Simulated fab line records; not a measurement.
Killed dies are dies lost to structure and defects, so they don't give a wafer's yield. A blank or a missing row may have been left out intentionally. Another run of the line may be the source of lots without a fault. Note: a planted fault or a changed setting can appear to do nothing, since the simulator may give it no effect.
Struck lot and sound lot, side by side	flow n5_finfet	14 steps out of a route of 1938
Sound: wafers L875.3, L875.5, L875.6. The struck wafers were L868.1, L868.3, L868.4. The cause is given at the end.
Order at every step that has rows: each side's tool, ch and its chambers, its first start. Under that, the readings that differ: sound wafers	struck wafers	difference of the means	sigmas: that difference in standard deviations of wafers without a fault.
alike: a reading whose means differ by less than 2 such deviations, as well as words and numbers matching on both sides. not compared: withheld readings; readings where some wafer has no value; bounds like >300 that might hide an equal value; numbers whose values overlap and for which the record gives no deviation.
Wherever a step has rows on one side only, a row that says differs or no value, or a row with sigmas, the two part there. Numbers that don't overlap but have no deviation are shown without sigmas and don't part them. A reading that every wafer of one side lacks parts them only if that side has two wafers or more.

N5_BEOL_M14_VIA_ETCH_16: etches SiO2 in C4F8/O2/Ar, target depth 1231.3 nm.
  sound on rie_diel-01 ch 1,2,3, day 16 21:21; struck on rie_diel-01 ch 0,1,2, day 13 13:52
  alike: drypump_motor_current_A, oes_product_au, rf_vpp_V, showerhead_plenum_p_Torr, throttle_valve_pct
N5_BEOL_M14_STRIP_63: strips in O2.
  sound: rie_diel-01 ch 1,2,3; struck: rie_diel-01 ch 0,1,2
  alike: drypump_motor_current_A, oes_product_au, rf_vpp_V, showerhead_plenum_p_Torr, throttle_valve_pct
  not compared: rf_hours_counter_h
N5_BEOL_M14_STRIP_64: strips in O2.
  sound: rie_diel-01 ch 1,2,3; struck: rie_diel-01 ch 0,1,2
  alike: drypump_motor_current_A, oes_product_au, rf_vpp_V, showerhead_plenum_p_Torr, throttle_valve_pct
  not compared: rf_hours_counter_h
then, 2 steps without rows for these wafers: N5_BEOL_M14_STRIP_71 (strips in post etch residue remover, time 60 s); N5_BEOL_M14_SRD_72 (time 30 s, dry time 30 s).
N5_BEOL_M14_CD_MEAS_17: the cd target is 250 nm.
  sound on cd_sem-02, day 16 21:42; struck on cd_sem-01, day 13 14:13
  alike: cd_nm
then, 6 steps without rows for these wafers: N5_BEOL_M14_COAT_65 (time 60 s, resist thk 450 nm); N5_BEOL_M14_COAT_66 (time 60 s, resist thk 110 nm); N5_BEOL_M14_COAT_22 (resist thk 300 nm); N5_BEOL_M14_EBR_24; N5_BEOL_M14_SOFTBAKE_23 (time 60 s); N5_BEOL_M14_EXPOSE_25 (exposes mask M14, target cd 280 nm).
N5_BEOL_M14_PEB_26: peb time 90 s.
  struck on litho_track-03, day 13 14:26; sound on litho_track-01 ch 0, day 16 22:02
  no value came back on the struck wafers for chill_plate_temp_C (C), exhaust_pa (Pa), heater_power_total_W (W), peb_time_s (s); on the sound wafers chill_plate_temp_C (C) reads 22.94 23.04 22.84
then, 1 step without rows for these wafers: N5_BEOL_M14_DEVELOP_27 (develop time 45 s).

== WHERE THEY PART ==
Within this record, at N5_BEOL_M14_PEB_26 only.

WHY: what had been put in by the simulator
Beginning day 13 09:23, the whole step at N5_BEOL_M14_PEB_26 was skipped on litho_track-03. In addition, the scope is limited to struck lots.
